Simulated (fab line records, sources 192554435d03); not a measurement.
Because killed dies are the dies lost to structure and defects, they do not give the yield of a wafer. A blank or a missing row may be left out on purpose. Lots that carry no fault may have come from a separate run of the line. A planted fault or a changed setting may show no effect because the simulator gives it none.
fab line records	flow n5Finfet
[record] lots = 5	wafers = 15	lastDay = 16
route steps=1938 shown HKMG_FIN@436 GATE_CUT@465 BEOL_M4@1111 PASSIVATION@1936
lots untouched by any fault: they come from a run of this same line in which no faults occurred
startH: hours from the record's opening day to when the first of the lot's shown wafers began	waitH: hours from the lot's prior step to this one	" repeats the value in the row above	L1.1+2: a row that stands for several wafers	- no value, or no start was given	* or withheld: withheld	< > ~ a bound
route shown NAME@n: names a module that has steps shown in the file, with the first one's number in the route	usual: average and standard deviation across the fault-free wafers	same: alike in all rows	chamber/n: place in a boat	sites: per-site readings	_std_site: the values' standard deviation	_edge_site: the outer-site mean with the inner-site mean subtracted	radiusMm: how far each site lies from the wafer's centre	mask NAME#n: copy n	behind: the last tool/chamber to shape the wafer	hold: what put the lot on hold/how long, in hours/how the hold closed	device: whichever transistor did not switch (one of n, p or np)	end of line: tests run on the same wafers once the route is complete	a step given without rows: its recipe and nothing more	killed: dies that structure and defects cost at the first sort, which is not the same as the wafer's yield	map: shows each die of a wafer: x if killed, . if not, _ if none is there
set.NAME: the setting the step ran with; set.NAME@STEP: the setting that earlier step ran with	model.NAME: the simulator's own value behind a step, which no gauge read
lots seen at some steps along the route; tables by step, rows by wafer
services: when a tool's chamber went out of use (startH, in hours from the record's first day, below 0 if earlier), for how many hours, and the reason
[[steps]]
[step N5_HKMG_FIN_STRIP_33]
[recipe] chemistry = N2/H2	tempC = 40	n2FlowSccm = 200	h2FlowSccm = 200	rfFrequencyHz = 6e+07
[step N5_HKMG_FIN_STRIP_34]
[recipe] chemistry = CF4	resist = SiARC	powerW = 300	biasPowerW = 75	pressureMtorr = 50	cf4FlowSccm = 150	rfFrequencyHz = 6e+07
[step N5_HKMG_FIN_ETCH_35]
[recipe] chemistry = N2/H2	target = SOC	targetDepthA = 2158	ionEnergyEv = 65	biasW = 5	sourceW = 3000	timeS = 243.4	pressureMtorr = 30	n2FlowSccm = 200	h2FlowSccm = 200
[step N5_HKMG_FIN_STRIP_92]
[recipe] chemistry = N2/H2	material = SOC	timeS = 20	powerW = 500	tempC = 40	pressureMtorr = 50	rfFrequencyHz = 6e+07	biasPowerW = 8	h2Frac = 0.5	n2FlowSccm = 300	h2FlowSccm = 300
[step N5_HKMG_FIN_WET_ETCH_18]
[recipe] chemistry = SC1	target = TiN	mix = 1:1:5	tempC = *	timeS = 55	targetDepthNm = 5.2	dry = ipaMarangoni	rinseTimeS = 30	rinseTempC = 23
[step N5_HKMG_FIN_STRIP_19]
[recipe] chemistry = N2/H2	powerW = 2500	tempC = 300	h2Frac = 0.65	timeS = 360	pressureMtorr = withheld	n2FlowSccm = 1750	h2FlowSccm = 3250
[step N5_HKMG_FIN_ALD_91]
[recipe] material = TiN	targetThkA = 10	tempC = 400	aldPrecursorFamily = TiCl4	aldCoReactant = NH3	pulseTimeS = 1	purgeTimeS = 3	coReactantPurgeTimeS = 2	coReactantPulseTimeS = 2	aldCycles = 47	pressureTorr = 3
[step N5_HKMG_FIN_COAT_85]
[recipe] resist = SOC	tempC = 250	timeS = 60	spinRpm = 1500	resistThkNm = 300
[step N5_HKMG_FIN_ETCH_86]
[recipe] chemistry = N2/H2	target = SOC	targetDepthA = 3932	stopOn = TiN	ionEnergyEv = 100	biasW = 61	pressureMtorr = 30	sourceW = 850	n2FlowSccm = 200	h2FlowSccm = 200
[step N5_HKMG_FIN_STRIP_89]
[recipe] chemistry = N2/H2	material = SOC	timeS = 20	powerW = 500	tempC = 40	pressureMtorr = 50	rfFrequencyHz = 6e+07	biasPowerW = 8	h2Frac = 0.5	n2FlowSccm = 300	h2FlowSccm = 300
[step N5_HKMG_FIN_WET_ETCH_87]
[recipe] chemistry = SC1	target = TiN	mix = 1:2:40	tempC = 50	timeS = 154.2	targetDepthNm = 4.7	dry = ipaMarangoni	rinseTimeS = 30	rinseTempC = 23
[step N5_HKMG_FIN_STRIP_88]
[recipe] chemistry = N2/H2	powerW = 2500	tempC = 300	h2Frac = 0.65	timeS = 360	pressureMtorr = withheld	n2FlowSccm = 1750	h2FlowSccm = 3250
[step N5_HKMG_FIN_NWFM_ALD_20]
[recipe] material = TiAlC	targetThkA = 20	tempC = 300	aldPrecursorFamily = TiCl4	aldCoReactant = TEA	pulseTimeS = 3	purgeTimeS = 2	coReactantPurgeTimeS = 2	coReactantPulseTimeS = 10	aldCycles = 7	pressureTorr = 3
[usual] aldCycles = 7/0	chamberPressureTorr = 2.999/0.0064	coReactantPurgeTimeS = 2/0	heaterPowerW = 494/41	precursorPulseHeightRel = 0.999/0.018	purgeTimeS = 2/0
lot.wafer	tool	chamber	startH	waitH	aldCycles	chamberPressureTorr	coReactantPurgeTimeS	heaterPowerW	precursorPulseHeightRel	purgeTimeS
L986.1	aldMetal-03	2	90.25	0.3	7	3.001	2	453	0.986	2
L986.4	"	0	"	"	7	3.000	2	439	1.022	2
L986.6	"	3	"	"	7	2.988	2	534	0.979	2
L997.1	aldMetal-04	0	154.38	0.3	-	-	-	-	-	-
L997.2	"	2	"	"	-	-	-	-	-	-
L997.6	"	0	"	"	-	-	-	-	-	-
L998.1	aldMetal-03	0	163.88	0.3	-	-	-	-	-	-
L998.3	"	1	"	"	-	-	-	-	-	-
L998.6	"	3	"	"	-	-	-	-	-	-
L999.1	aldMetal-04	1	173.99	0.3	-	-	-	-	-	-
L999.4	"	3	"	"	-	-	-	-	-	-
L999.6	"	0	"	"	-	-	-	-	-	-
L101.4	aldMetal-02	0	185.98	0.1	7	2.994	2	463	1.019	2
L101.5	"	1	"	"	7	2.998	2	528	0.996	2
L101.6	"	0	"	"	7	3.004	2	469	0.996	2
[step N5_HKMG_FIN_ALD_71]
[recipe] material = TiN	targetThkA = 10	tempC = 400	aldPrecursorFamily = TiCl4	aldCoReactant = NH3	pulseTimeS = 1	purgeTimeS = 3	coReactantPurgeTimeS = 2	coReactantPulseTimeS = 2	aldCycles = 47	pressureTorr = 3
[step N5_HKMG_FIN_COAT_66]
[recipe] resist = SOC	tempC = 250	timeS = 60	spinRpm = 1500	resistThkNm = 300
[step N5_HKMG_FIN_ETCH_67]
[recipe] chemistry = N2/H2	target = SOC	targetDepthA = 3889	stopOn = TiN	ionEnergyEv = 100	biasW = 61	pressureMtorr = 30	sourceW = 850	n2FlowSccm = 200	h2FlowSccm = 200
[step N5_HKMG_FIN_STRIP_90]
[recipe] chemistry = N2/H2	material = SOC	timeS = 20	powerW = 500	tempC = 40	pressureMtorr = 50	rfFrequencyHz = 6e+07	biasPowerW = 8	h2Frac = 0.5	n2FlowSccm = 300	h2FlowSccm = 300
[step N5_HKMG_FIN_WET_ETCH_73]
[recipe] chemistry = SC1	mix = 1:2:40	tempC = 50	timeS = 42.3	targetDepthNm = 1.3	dry = ipaMarangoni	rinseTimeS = 30	rinseTempC = 23
[step N5_HKMG_FIN_ETCHBACK_68]
[recipe] chemistry = Cl2/Ar	stopOn = HfO2	targetDepthA = 5	pressureMtorr = 10	icpW = 600	biasW = 60	Cl2_flow_sccm = 40	Ar_flow_sccm = 60
[step N5_HKMG_FIN_STRIP_69]
[recipe] chemistry = N2/H2	powerW = 2500	tempC = 300	h2Frac = 0.65	timeS = 360	pressureMtorr = withheld	n2FlowSccm = 1750	h2FlowSccm = 3250
[step N5_HKMG_FIN_ALD_21]
[recipe] material = TiN	targetThkA = 15	tempC = 400	aldPrecursorFamily = TiCl4	aldCoReactant = NH3	pulseTimeS = 1	purgeTimeS = 3	coReactantPurgeTimeS = 2	coReactantPulseTimeS = 2	aldCycles = 68	pressureTorr = 3
[step N5_HKMG_FIN_ALD_72]
[recipe] material = W	targetThkA = 20	tempC = 300	pressureTorr = 7.5	aldPrecursorFamily = WF6	aldCoReactant = B2H6	pulseTimeS = 1	purgeTimeS = 2	coReactantPurgeTimeS = 2	coReactantPulseTimeS = 3	aldCycles = 7
[step N5_HKMG_FIN_W_FILL_22]
[recipe] material = W	targetThkA = 600	tempC = 400	pressureTorr = 39.4	timeS = 18.2
[step N5_HKMG_FIN_PRECLEAN_83]
[recipe] chemistry = DIW	timeS = 57.5	tempC = 23
[step N5_HKMG_FIN_SRD_84]
[recipe] dryTimeS = 32	dry = n2Spin	spinRpm = 1500
[step N5_HKMG_FIN_CMP_23]
[recipe] stopOn = SiNx	tOverpolishS = 10	postCmpClean = rinseOnly	downForcePsi = 4	platenRpm = 50.289	padVelocityMS = 1.0006	targetThkNm = 46.326
[step N5_HKMG_FIN_CMP_94]
[recipe] stopOn = SiNx	postCmpClean = wDiluteNh4oh	tOverpolishS = 4.7	downForcePsi = 4	platenRpm = 50.289	padVelocityMS = 1.0006	targetThkNm = 43.299
[step N5_GATE_CUT_ETCHBACK_00]
[recipe] chemistry = SF6/Cl2	target = W	pressureMtorr = 8	icpW = 900	biasW = 80	SF6_flow_sccm = 40	Cl2_flow_sccm = 60
[step N5_GATE_CUT_ETCH_56]
[recipe] chemistry = Cl2/Ar	target = TiN	targetDepthA = 216	pressureMtorr = 10	icpW = 600	biasW = 60	Cl2_flow_sccm = 40	Ar_flow_sccm = 60
[step N5_GATE_CUT_ETCHBACK_30]
[recipe] chemistry = Cl2/Ar	target = TiN	targetDepthA = 30	mode = isotropic	pressureMtorr = 10	icpW = 600	biasW = 60	Cl2_flow_sccm = 40	Ar_flow_sccm = 60
[step N5_GATE_CUT_VAPOR_ETCH_60]
[recipe] chemistry = BCl3/Cl2	target = HfO2	mode = isotropic
[step N5_GATE_CUT_ETCH_58]
[recipe] chemistry = CH3F/O2	target = SiNx	targetDepthA = 170	timeS = 128.6	ionEnergyEv = 50	pressureMtorr = 30	sourceW = 415	biasW = 21	Ar_flow_sccm = 150	CH3F_flow_sccm = 30	O2_flow_sccm = 20
[step N5_GATE_CUT_STRIP_59]
[recipe] chemistry = N2/H2	timeS = 20	powerW = 100	tempC = 40	pressureMtorr = 100	rfFrequencyHz = 6e+07	biasPowerW = 3	n2FlowSccm = 300	h2FlowSccm = 300
[step N5_GATE_CUT_PRECLEAN_31]
[recipe] tempC = 23	chemistry = DIW	timeS = 300
[step N5_GATE_CUT_SRD_32]
[recipe] timeS = 30	tempC = 23	rinseLiquid = diw	dry = ipaMarangoni
[step N5_GATE_CUT_SAC_CAP_01]
[recipe] material = SiNx	targetThkA = 240	tempC = 400	aldPrecursorFamily = SiH2I2	aldCoReactant = N2/H2-plasma	pulseTimeS = 1	aldCycles = 480	purgeTimeS = 2	coReactantPurgeTimeS = 2	pressureTorr = 2
[step N5_GATE_CUT_PECVD_57]
[recipe] material = SiNx	targetThkA = 210	tempC = 400	precursor = SiH4/NH3/N2	pressureTorr = 1.5	rfW = 300
[step N5_GATE_CUT_CMP_02]
[recipe] stopOn = SiO2	tOverpolishS = 12.7	postCmpClean = alkalineBrush	downForcePsi = 2.5	platenRpm = 51.8	padVelocityMS = 1.0307	targetThkNm = 0
[step N5_GATE_CUT_HM_DEP_46]
[recipe] material = SiO2	targetThkA = 1300	tempC = 400	precursor = TEOS/O2	pressureTorr = 6.5	rfW = 900	teosFlowSccm = 161.4	gas = O2	flowSccm = 2650	timeS = 26.6
[step N5_BEOL_M4_RC_MEAS_101]
[usual] DIBL_N = 36.0/1.9	DIBL_P = 36.0/2.1	IOFF_N = 0.155/0.029	IOFF_N_85C = 3.0/0.46	IOFF_N_LIN = 0.072/0.011	IOFF_N_LONG = 5.52e-05/2.9e-06	IOFF_P = 0.20/0.032	IOFF_P_85C = 3.6/0.48	IOFF_P_LIN = 0.097/0.011	IOFF_P_LONG = 0.000104/8.9e-06	ION_N = 672/11	ION_P = 461/6.9	SS_N = 71.5/0.58	SS_P = 73.2/0.64	VT_N = 250.4/2.9	VT_N_LONG = 275.2/1.9	VT_N_LVT = 98/3.1	VT_P = -251.0/2.8	VT_P_LONG = -276/3.2	VT_P_LVT = -99.1/2.8
lot.wafer	tool	chamber	startH	waitH	DIBL_N[mV/V]	DIBL_P[mV/V]	IOFF_N[nA/um]	IOFF_N_85C[nA/um]	IOFF_N_LIN[nA/um]	IOFF_N_LONG[nA/um]	IOFF_P[nA/um]	IOFF_P_85C[nA/um]	IOFF_P_LIN[nA/um]	IOFF_P_LONG[nA/um]	ION_N[uA/um]	ION_P[uA/um]	SS_N[mV/dec]	SS_P[mV/dec]	VT_N[mV]	VT_N_LONG[mV]	VT_N_LVT[mV]	VT_P[mV]	VT_P_LONG[mV]	VT_P_LVT[mV]
L986.1	prober-01	0	187.06	0.0	36.1	36.3	0.174	3.4	0.084	6.14e-05	0.23	4.0	0.112	0.000126	690	476	72.4	73.1	246.6	273.4	95	-248.7	-269	-95.4
L986.4	"	0	"	"	34.4	34.7	0.150	3.0	0.074	6.03e-05	0.21	3.6	0.102	0.00012	684	469	71.1	72.3	249.3	272.2	98	-247.0	-272	-97.2
L986.6	"	0	"	"	34.0	34.5	0.143	2.9	0.071	6.06e-05	0.21	3.6	0.102	0.000123	675	465	71.5	72.9	249.5	271.8	97	-247.9	-270	-96.3
L997.1	prober-01	0	246.50	0.0	34.5	34.2	0.000	0.0	0.000	4.85e-05	3.74	39.8	1.830	0.001871	94	577	71.8	73.1	545.5	565.8	390	-168.2	-187	-14.1
L997.2	"	0	"	"	34.3	34.8	0.000	0.0	0.000	4.76e-05	4.03	42.8	1.912	0.001855	94	585	71.5	73.5	541.2	566.0	389	-167.9	-189	-12.8
L997.6	"	0	"	"	35.7	35.8	0.000	0.0	0.000	4.84e-05	4.20	44.2	1.966	0.001835	93	579	71.9	73.3	544.3	567.1	390	-167.3	-188	-12.7
L998.1	prober-01	0	256.57	0.0	36.9	35.6	0.000	0.0	0.000	4.91e-05	4.92	51.2	2.286	0.002178	95	590	71.5	74.0	540.2	565.7	390	-161.0	-185	-11.2
L998.3	"	0	"	"	33.3	33.0	0.000	0.0	0.000	4.8e-05	4.09	43.3	2.018	0.002211	93	583	70.6	73.6	541.6	563.8	395	-161.9	-183	-13.2
L998.6	"	0	"	"	36.2	34.9	0.000	0.0	0.000	4.88e-05	4.59	47.5	2.165	0.002134	92	576	71.6	73.9	541.1	562.4	390	-161.8	-183	-12.2
L999.1	prober-01	0	263.93	0.0	34.9	36.2	0.000	0.0	0.000	4.53e-05	3.91	42.3	1.789	0.001719	89	565	72.0	73.1	543.7	571.7	395	-166.1	-192	-16.5
L999.4	"	0	"	"	34.9	36.2	0.000	0.0	0.000	4.52e-05	3.84	42.4	1.795	0.001722	90	568	71.2	72.7	542.7	571.4	397	-166.4	-191	-16.4
L999.6	"	0	"	"	37.1	39.3	0.000	0.0	0.000	4.62e-05	4.89	51.3	2.143	0.001751	97	590	72.2	73.7	542.8	574.3	390	-164.6	-190	-13.3
L101.4	prober-01	0	285.65	0.5	34.1	35.4	0.123	2.5	0.060	4.9e-05	0.16	2.9	0.081	8.6e-05	668	456	71.3	72.9	253.4	275.4	101	-256.1	-283	-102.1
L101.5	"	0	"	"	35.9	37.6	0.153	3.0	0.072	4.93e-05	0.19	3.4	0.093	9e-05	677	465	71.7	73.3	248.6	278.4	96	-254.5	-283	-100.0
L101.6	"	0	"	"	33.2	34.1	0.113	2.3	0.055	5.01e-05	0.15	2.7	0.074	8.6e-05	664	459	71.1	73.1	254.9	277.8	101	-258.0	-284	-103.8
[step N5_PASSIVATION_PROBE_49]
[usual] defectLimitedYield = 91.0/1.5	killed_at_M0_to_M3 = 33/9.4	killed_at_M4_up = 14/4.8	killedAtContacts = 13/7.3	killedAtFrontEnd = 43/13	killedAtOther = 3.6/2.9	killedDies = 106/18	killedOpen = 69/13	killedShort = 35/8.2	sort_bin_4_leakage = 0/0	sort_bin_5_function = 5.3/1	sort_bin_6_memory = 3.3/0.68	sortNPass = 1074/18	sortYieldPct = 91.0/1.5
[same] grossDies = 1180	killedAtBackSide = 0	sort_bin_8_speed[%] = 0
lot.wafer	tool	chamber	startH	waitH	defectLimitedYield[%]	killed_at_M0_to_M3	killed_at_M4_up	killedAtContacts	killedAtFrontEnd	killedAtOther	killedDies	killedOpen	killedShort	sort_bin_4_leakage[%]	sort_bin_5_function[%]	sort_bin_6_memory[%]	sortNPass	sortYieldPct[%]
L986.1	prober-02	-	290.21	0.0	90.0	41	17	4	55	1	118	81	37	0	6.4	3.3	1062	90.0
L986.4	prober-02	-	290.36	0.2	90.3	41	7	24	42	0	114	76	37	0	5.3	4.2	1066	90.3
L986.6	prober-02	-	290.46	0.3	90.8	38	15	17	36	2	108	68	36	0	5.0	3.5	1072	90.8
L997.1	prober-01	-	358.10	0.0	90.3	35	8	18	49	5	115	76	38	90.25	5.3	4.2	0	0
L997.2	prober-01	-	358.15	0.1	92.7	23	8	4	45	6	86	53	32	92.71	3.9	3.0	0	0
L997.6	prober-01	-	358.35	0.3	92.3	41	8	5	34	3	91	69	21	92.29	4.6	2.9	0	0
L998.1	prober-02	-	360.74	0.0	89.9	41	14	15	37	12	119	72	45	89.92	6.5	3.1	0	0
L998.3	prober-02	-	360.84	0.1	90.8	43	3	23	38	1	108	51	48	90.85	5.1	3.4	0	0
L998.6	prober-02	-	360.99	0.3	90.2	40	9	9	57	1	116	70	38	90.17	5.9	3.1	0	0
L999.1	prober-01	-	360.91	0.0	90.1	32	17	14	48	6	117	78	36	90.08	5.7	4.0	0	0
L999.4	prober-01	-	361.06	0.2	90.3	42	19	10	42	1	114	71	41	90.34	5.6	3.9	0	0
L999.6	prober-01	-	361.16	0.3	90.7	54	16	6	33	1	110	72	38	90.68	5.3	3.6	0	0
L101.4	prober-02	-	388.53	0.2	93.1	29	10	8	31	4	82	60	20	0	4.8	2.1	1098	93.1
L101.5	prober-02	-	388.58	0.2	90.7	40	16	11	40	3	110	78	29	0	5.3	3.7	1070	90.7
L101.6	prober-02	-	388.63	0.3	91.2	34	23	6	35	6	104	69	33	0	5.0	3.6	1076	91.2
// killed by level:class
L986.1 BEOL_M2:geometricParticle:open=11 GATE_CUT:geometricParticle:open=9 BEOL_M0_SAQP:geometricParticle:short=9 BEOL_M1:geometricParticle:open=9 BEOL_M5:geometricParticle:open=9 FIN_SAQP:geometricParticle:short=8 STI_FIN_REVEAL:geometricParticle:open=8 GATE_CUT:geometricParticle:short=6
L986.4 MOL_CONTACT_COAG:geometricParticle:open=22 STI_FIN_REVEAL:geometricParticle:open=11 BEOL_M2:geometricParticle:open=11 GATE_CUT:geometricParticle:short=9 DUMMY_GATE:geometricParticle:open=6 BEOL_M1:geometricParticle:short=6 BEOL_M2:geometricParticle:short=6 STI_FIN_REVEAL:geometricParticle:short=4
L986.6 MOL_CONTACT_COAG:geometricParticle:open=11 BEOL_M2:geometricParticle:open=9 GATE_CUT:geometricParticle:short=8 BEOL_M0_SAQP:geometricParticle:open=8 FIN_SAQP:geometricParticle:open=7 MOL_CONTACT_COAG:geometricParticle:short=6 GATE_CUT:geometricParticle:open=5 BEOL_M1:geometricParticle:open=5
L997.1 FIN_SAQP:geometricParticle:open=18 BEOL_M1:geometricParticle:open=15 MOL_CONTACT_COAG:geometricParticle:open=11 BEOL_M0_SAQP:geometricParticle:short=10 DUMMY_GATE:geometricParticle:open=7 MOL_CONTACT_COAG:geometricParticle:short=7 STI_FIN_REVEAL:geometricParticle:open=6 BEOL_M5:geometricParticle:open=5
L997.2 STI_FIN_REVEAL:geometricParticle:open=13 FIN_SAQP:geometricParticle:short=9 STI_FIN_REVEAL:geometricParticle:short=8 BEOL_M3:geometricParticle:open=6 BEOL_M1:geometricParticle:open=5 FIN_SAQP:geometricParticle:open=4 ILD0:geometricParticle:open=4 BEOL_M0_SAQP:geometricParticle:open=4
L997.6 FIN_SAQP:geometricParticle:open=10 BEOL_M0_SAQP:geometricParticle:open=9 BEOL_M3:geometricParticle:open=9 STI_FIN_REVEAL:geometricParticle:open=7 BEOL_M0_SAQP:geometricParticle:short=6 BEOL_M1:geometricParticle:open=6 BEOL_M2:geometricParticle:open=6 ILD0:geometricParticle:open=4
L998.1 BEOL_M2:geometricParticle:open=13 MOL_CONTACT_COAG:geometricParticle:open=12 BEOL_M0_SAQP:geometricParticle:short=11 FIN_SAQP:geometricParticle:short=9 GATE_CUT:geometricParticle:short=9 PASS1_CAP:geometricParticle:open=9 STI_FIN_REVEAL:geometricParticle:open=6 BEOL_M3:geometricParticle:open=6
L998.3 MOL_CONTACT_COAG:geometricParticle:open=16 BEOL_M0_SAQP:geometricParticle:short=16 FIN_SAQP:geometricParticle:short=13 BEOL_M0_SAQP:geometricParticle:open=9 MOL_CONTACT_COAG:geometricParticle:short=7 BEOL_M2:geometricParticle:open=6 HKMG_FIN:areaEtch=6 FIN_SAQP:geometricParticle:open=5
L999.1 STI_FIN_REVEAL:geometricParticle:open=15 BEOL_M3:geometricParticle:open=13 MOL_CONTACT_COAG:geometricParticle:open=11 BEOL_M4:geometricParticle:open=9 STI_FIN_REVEAL:geometricParticle:short=6 BEOL_M0_SAQP:geometricParticle:open=6 DUMMY_GATE:geometricParticle:open=5 DUMMY_GATE:geometricParticle:short=4
L998.6 FIN_SAQP:geometricParticle:short=16 STI_FIN_REVEAL:geometricParticle:open=12 BEOL_M0_SAQP:geometricParticle:short=11 BEOL_M0_SAQP:geometricParticle:open=10 BEOL_M2:geometricParticle:open=10 MOL_CONTACT_COAG:geometricParticle:open=8 FIN_SAQP:geometricParticle:open=6 DUMMY_GATE:geometricParticle:open=6
L999.4 BEOL_M3:geometricParticle:open=14 FIN_SAQP:geometricParticle:short=10 STI_FIN_REVEAL:geometricParticle:open=10 BEOL_M2:geometricParticle:open=9 BEOL_M4:geometricParticle:open=8 FIN_SAQP:geometricParticle:open=7 MOL_CONTACT_COAG:geometricParticle:open=7 BEOL_M3:geometricParticle:short=7
L999.6 BEOL_M3:geometricParticle:open=19 BEOL_M2:geometricParticle:open=10 BEOL_M4:geometricParticle:open=9 BEOL_M0_SAQP:geometricParticle:short=8 STI_FIN_REVEAL:geometricParticle:open=7 BEOL_M3:geometricParticle:short=7 FIN_SAQP:geometricParticle:short=6 DUMMY_GATE:geometricParticle:open=6
L101.4 STI_FIN_REVEAL:geometricParticle:open=11 BEOL_M3:geometricParticle:open=8 MOL_CONTACT_COAG:geometricParticle:open=6 BEOL_M0_SAQP:geometricParticle:short=6 BEOL_M0_SAQP:geometricParticle:open=6 BEOL_M2:geometricParticle:open=6 FIN_SAQP:geometricParticle:open=4 GATE_CUT:geometricParticle:short=4
L101.5 MOL_CONTACT_COAG:geometricParticle:open=10 BEOL_M2:geometricParticle:open=9 BEOL_M0_SAQP:geometricParticle:short=8 BEOL_M4:geometricParticle:open=8 BEOL_M0_SAQP:geometricParticle:open=8 FIN_SAQP:geometricParticle:open=6 STI_FIN_REVEAL:geometricParticle:open=6 BEOL_M3:geometricParticle:open=6
L101.6 FIN_SAQP:geometricParticle:open=10 BEOL_M4:geometricParticle:open=10 STI_FIN_REVEAL:geometricParticle:open=8 BEOL_M0_SAQP:geometricParticle:short=8 BEOL_M3:geometricParticle:open=8 BEOL_M0_SAQP:geometricParticle:open=6 MOL_CONTACT_COAG:geometricParticle:open=5 BEOL_M2:geometricParticle:open=5
// map L997.1 (x killed, . not)
_________________............________________
______________x...x...x........._____________
___________.......x.....x....x.x...__________
__________xx...x........x..........._________
________.x..x.x............x........xx_______
_______x.................x............x______
______..........x..x........x..........._____
_____.............x.x............x.......____
____..............x.............x.....x...___
___......................x.................__
___........xx..x.....x.......xx.......x....__
__...................x......................_
__......x...x.x..x.........................._
_........................x...x...............
_...........x..xx............x........x......
_........................x....x.x............
_...........x......x...........xx............
_..............................x...x.......x.
_x.x.....................x................x..
_...xx...x....x...x................x.........
_...............x........x............x......
__............x....x......x.xx..x..........._
__...........x...x................x...x....._
___...............x...x.................x..__
___............x.......x...................__
____xx....................................___
_____.xx.......x......x..............x...____
______...................xx.x...xx......_____
_______.................x..............______
________x..x......x.......x.xx......x._______
__________x...x...xx......x.x......._________
___________.x......................__________
______________.......x.........._____________
_________________............________________
// map L998.1 (x killed, . not)
_________________...........x________________
______________..x..............._____________
___________.x..x.............xx....__________
__________x...x.......x....xx...x..._________
________....................x........._______
_______................x...x.x....x..x.______
______.................xx.x.........x..._____
_____..x......x...x.....x.xx....x........____
____.......................x..............___
___.......................xx...............__
___x.............x..........x.......x...xx.__
__........x........x..........x...x........._
__..............x......................x...._
_......x..........x..............x.........x.
_x...........................................
_.............xx.x.....................x.....
_x........x..x..........xx..x.........x..x...
_.....x........x.................x.......x...
_..x......x.............xx..................x
_..................x.........x..............x
_.......x.........................x..x.......
__.................x..x.....x.........x....._
__.........x.....x............x..x.........._
___..x...x...x.......x..........x...x..x.x.__
___..............x.......xx................__
____.x.x.............................x.xx.___
_____..x.x...................x.......x...____
______..x........x....x................._____
_______................x.x.............______
________.....x...........x..x.x....x.._______
__________..xx...................x.._________
___________........................__________
______________.................._____________
_________________...x.....x..________________
[[services]]
tool	chamber	startH	hours	kind
aldMetal-02	3	85.05	15.9	repair
aldMetal-03	1	110.48	4.2	repair
aldMetal-04	1	168.48	2.2	repair
aldMetal-04	3	175.80	1.5	repair
[[key]]
[firstSign] step = N5_HKMG_FIN_NWFM_ALD_20	reading = toolRecord	direction = missing
[effect] step = N5_BEOL_M4_RC_MEAS_101	reading = IOFF_P_LONG	direction = up	sigmas = 99+	usual = 0.000104	struck = 0.00192
[effect] step = N5_BEOL_M4_RC_MEAS_101	reading = IOFF_P_LIN	direction = up	sigmas = 99+	usual = 0.097	struck = 1.989
[effect] step = N5_BEOL_M4_RC_MEAS_101	reading = VT_N_LONG	direction = up	sigmas = 99+	usual = 275.2	struck = 567.6
[effect] step = N5_BEOL_M4_RC_MEAS_101	reading = IOFF_P	direction = up	sigmas = 99+	usual = 0.20	struck = 4.25
[effect] step = N5_BEOL_M4_RC_MEAS_101	reading = VT_N	direction = up	sigmas = 99+	usual = 250.4	struck = 542.6
[effect] step = N5_BEOL_M4_RC_MEAS_101	reading = VT_N_LVT	direction = up	sigmas = 95	usual = 98	struck = 392
[effect] step = N5_BEOL_M4_RC_MEAS_101	reading = IOFF_P_85C	direction = up	sigmas = 87	usual = 3.6	struck = 45.0
[effect] step = N5_BEOL_M4_RC_MEAS_101	reading = ION_N	direction = down	sigmas = 53	usual = 672	struck = 93
[effect] step = N5_BEOL_M4_RC_MEAS_101	reading = VT_P_LVT	direction = up	sigmas = 31	usual = -99.1	struck = -13.6
[effect] step = N5_BEOL_M4_RC_MEAS_101	reading = VT_P	direction = up	sigmas = 31	usual = -251.0	struck = -165.0
[effect] step = N5_BEOL_M4_RC_MEAS_101	reading = VT_P_LONG	direction = up	sigmas = 28	usual = -276	struck = -188
[effect] step = N5_BEOL_M4_RC_MEAS_101	reading = ION_P	direction = up	sigmas = 17	usual = 461	struck = 579
[effect] step = N5_PASSIVATION_PROBE_49	reading = sort_bin_4_leakage	direction = up	sigmas = 99+	usual = 0	struck = 90.81
metAt N5_HKMG_FIN_NWFM_ALD_20
struckWafers L997.1,L997.2,L997.6,L998.1,L998.3,L998.6,L999.1,L999.4,L999.6
onsetBetween 90.25 154.38
[fault] kind = skippedStepWhole	tool = aldMetal-03,aldMetal-04	chamber = -	onsetH = 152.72	steps = N5_HKMG_FIN_NWFM_ALD_20	scope = struckLotsOnly
